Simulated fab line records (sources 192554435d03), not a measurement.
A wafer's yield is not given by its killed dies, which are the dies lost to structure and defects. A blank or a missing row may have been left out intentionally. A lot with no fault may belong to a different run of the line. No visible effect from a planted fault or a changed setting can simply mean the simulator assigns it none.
Problem report in the 8D (eight disciplines) form, filled by code | flow n5_finfet | the parts of the form that need people (team, actions taken, sign-off) are left out

== 1. THE PROBLEM ==
killed_at_M4_up at N5_PASSIVATION_PROBE_49 reads a mean of 148 on 6 wafers of 2 lots; wafers without a fault read 13 with a standard deviation of 5.5. Relative to the usual mean, that is a shift of +24 standard deviations.
First observed at day 15 20:17: wafer L452.1, on prober-02. The record holds 6 wafers of 2 lots with a number at this step. The rule behind "out" and "out of limits": a value lying over 4 standard deviations away from the usual mean. Any other wafer with a number is counted as sound.

== 2. WHAT IT IS AND WHAT IT IS NOT ==
question                    | is                                                                              | is not
which readings at this step | killed_at_M4_up, defect_limited_yield, killed_dies, sort_n_pass, sort_yield_pct | killed_at_M0_to_M3, killed_at_contacts, killed_at_front_end, killed_at_other, killed_open, killed_short
which lots                  | L452, L454                                                                      | -
which wafers of those lots  | all that have a number                                                          | -
read on which tools         | prober-02                                                                       | -
when                        | from day 15 20:17                                                               | up to then (0 sound wafers)

== 3. SUSPECTS, AND WHAT RULES EACH OUT ==
Counting: a tool at a process step up to the reading stays a suspect if it ran every lot that is out and no sound lot after the first of them.
- rie_diel-03 at N5_BEOL_M6_TRENCH_ETCH_37 (etches SiCOH lowk in C4F6/O2, target depth 94.435 nm, time 31.5 s): kept. It ran every lot that is out, first L452 (day 12 10:52), and no sound lot after that.
- prober-02 at N5_PASSIVATION_PROBE_49: kept. It ran every lot that is out, first L452 (day 15 20:17), and no sound lot after that. Out on those wafers are its own readings of defect_limited_yield, killed_at_M4_up, killed_dies, sort_n_pass, sort_yield_pct.
After counting, rie_diel-03 at N5_BEOL_M6_TRENCH_ETCH_37 and prober-02 at N5_PASSIVATION_PROBE_49 remain.

== 4. THE CAUSE (what the simulator had put in) ==
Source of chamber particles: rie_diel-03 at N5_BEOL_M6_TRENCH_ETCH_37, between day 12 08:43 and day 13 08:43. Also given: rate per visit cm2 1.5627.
2 suspects survive the count, and this tool is in that group.

== 5. SEQUENCE OF EFFECTS, ordered by route ==
Each row: a reading where the mean over the struck wafers with a number is more than 3 standard deviations away from the usual. Only readings for which the record gives a usual standard deviation are gone through. hours: the time from each lot's start at the first step in this table that gives one to its start at this step, as a median over the lots. sigmas: the change in usual standard deviations.
hours | step                    | reading              | usual  | on struck wafers | change | sigmas
0     | N5_PASSIVATION_PROBE_49 | defect_limited_yield | 91.4 % | 81.2             | -10.2  | -6.8
0     | N5_PASSIVATION_PROBE_49 | killed_at_M4_up      | 13     | 148              | +135   | +24
0     | N5_PASSIVATION_PROBE_49 | killed_dies          | 101    | 222              | +120   | +6.7
0     | N5_PASSIVATION_PROBE_49 | sort_bin_5_function  | 5.1 %  | 11.8             | +6.7   | +6.7
0     | N5_PASSIVATION_PROBE_49 | sort_n_pass          | 1079   | 958              | -120   | -6.7
0     | N5_PASSIVATION_PROBE_49 | sort_yield_pct       | 91.4 % | 81.2             | -10.2  | -6.8
Here are the process steps it includes:
- N5_PASSIVATION_PROBE_49

== 6. WHAT WOULD HAVE CAUGHT IT SOONER ==
In this record no reading fell out of limits until day 15 20:17, 84 hours after the fault had begun at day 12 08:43.
Of the tool readings at N5_BEOL_M6_TRENCH_ETCH_37 for which the record gives a usual standard deviation, none was out on any struck wafer, so an alarm limit of 4 standard deviations on them would not have fired.
By day 15 20:17, every lot that is out (2) had started N5_BEOL_M6_TRENCH_ETCH_37 on rie_diel-03. Holding the tool at that point would not have protected any of them.
